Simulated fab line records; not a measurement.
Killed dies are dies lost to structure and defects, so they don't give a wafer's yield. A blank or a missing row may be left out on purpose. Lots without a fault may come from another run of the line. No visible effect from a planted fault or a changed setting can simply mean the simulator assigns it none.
Chamber matching + flow nand-harc + 4 sister chambers for NHARC_P_STI_CMP_21 on cmp-04
The step polishes, t overpolish 20 s, target thk 380.67 nm. 18 wafers are shown with their chamber, then 9 later ones without.

== WAFERS PAIRED WITH THEIR CHAMBERS ==
| wafer  | chamber | motor-current-A (A) | overpolish-run-s (s) |
|--------|---------|---------------------|----------------------|
| L074.1 | 0       | 11.8                | 19.991               |
| L074.2 | 3       | 15.2                | 20.007               |
| L074.3 | 2       | 13.3                | 20.001               |
| L074.4 | 1       | 12.7                | 19.999               |
| L074.5 | 1       | 12.8                | 20.017               |
| L074.6 | 2       | 13.0                | 20.000               |
| L075.3 | 1       | 13.5                | 19.996               |
| L075.5 | 0       | 12.6                | 19.991               |
| L075.6 | 3       | 13.8                | 20.008               |
| L084.3 | 1       | 13.0                | 20.006               |
| L084.4 | 3       | 13.9                | 20.011               |
| L084.5 | 3       | 14.0                | 20.002               |
| L087.1 | 0       | 12.4                | 19.996               |
| L087.2 | 3       | 14.2                | 19.994               |
| L087.4 | 2       | 12.8                | 20.000               |
| L089.2 | 2       | 12.8                | 20.016               |
| L089.3 | 1       | 12.9                | 19.998               |
| L089.6 | 0       | 12.9                | 20.004               |

SIGNATURES, as means of the wafers listed above
| reading          | chamber 0 | chamber 1 | chamber 2 | chamber 3 | scatter within a chamber |
|------------------|-----------|-----------|-----------|-----------|--------------------------|
| motor-current-A  | 12.425    | 12.980    | 12.975    | 14.220    | 0.422                    |
| overpolish-run-s | 19.99550  | 20.00320  | 20.00425  | 20.00440  | 0.00741                  |
Rule: for each reading, subtract the chamber's mean from the wafer's reading, divide by that reading's scatter and square the result; add these up over the readings and take the root, which gives the wafer's distance from the chamber. The wafer belongs to the nearest chamber; if the next one is less than 2 further off, it can't be placed. The scatter: the root of (the sum of the squares of (reading less its chamber's mean) over the shown wafers, divided by (wafers less chambers)).

== WAFERS WITHOUT THEIR CHAMBER ==
| wafer  | motor-current-A (A) | overpolish-run-s (s) |
|--------|---------------------|----------------------|
| L090.1 | 12.6                | 20.014               |
| L090.2 | 12.1                | 19.996               |
| L090.3 | 13.1                | 19.997               |
| L095.1 | 13.1                | 19.992               |
| L095.2 | 13.8                | 20.006               |
| L095.3 | 14.0                | 20.010               |
| L096.1 | 13.2                | 19.990               |
| L096.3 | 12.9                | 20.014               |
| L096.4 | 11.9                | 20.005               |

== WHICH CHAMBER EACH WENT THROUGH ==
| wafer  | from the rows above               | in truth |
|--------|-----------------------------------|----------|
| L090.1 | can't be placed: 2 or 1 or 0      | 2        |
| L090.2 | can't be placed: 0 or 1 or 2      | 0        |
| L090.3 | can't be placed: 1 or 2 or 0 or 3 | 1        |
| L095.1 | can't be placed: 1 or 0 or 2 or 3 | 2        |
| L095.2 | can't be placed: 3 or 2 or 1      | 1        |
| L095.3 | can't be placed: 3 or 2 or 1      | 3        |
| L096.1 | can't be placed: 1 or 0 or 2 or 3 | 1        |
| L096.3 | can't be placed: 2 or 1 or 0      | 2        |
| L096.4 | can't be placed: 0 or 2 or 1      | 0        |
Placed correctly: 0 of 9. These rows do not allow placing 9 (true chamber among the candidates in 9). 0 placed wrongly.
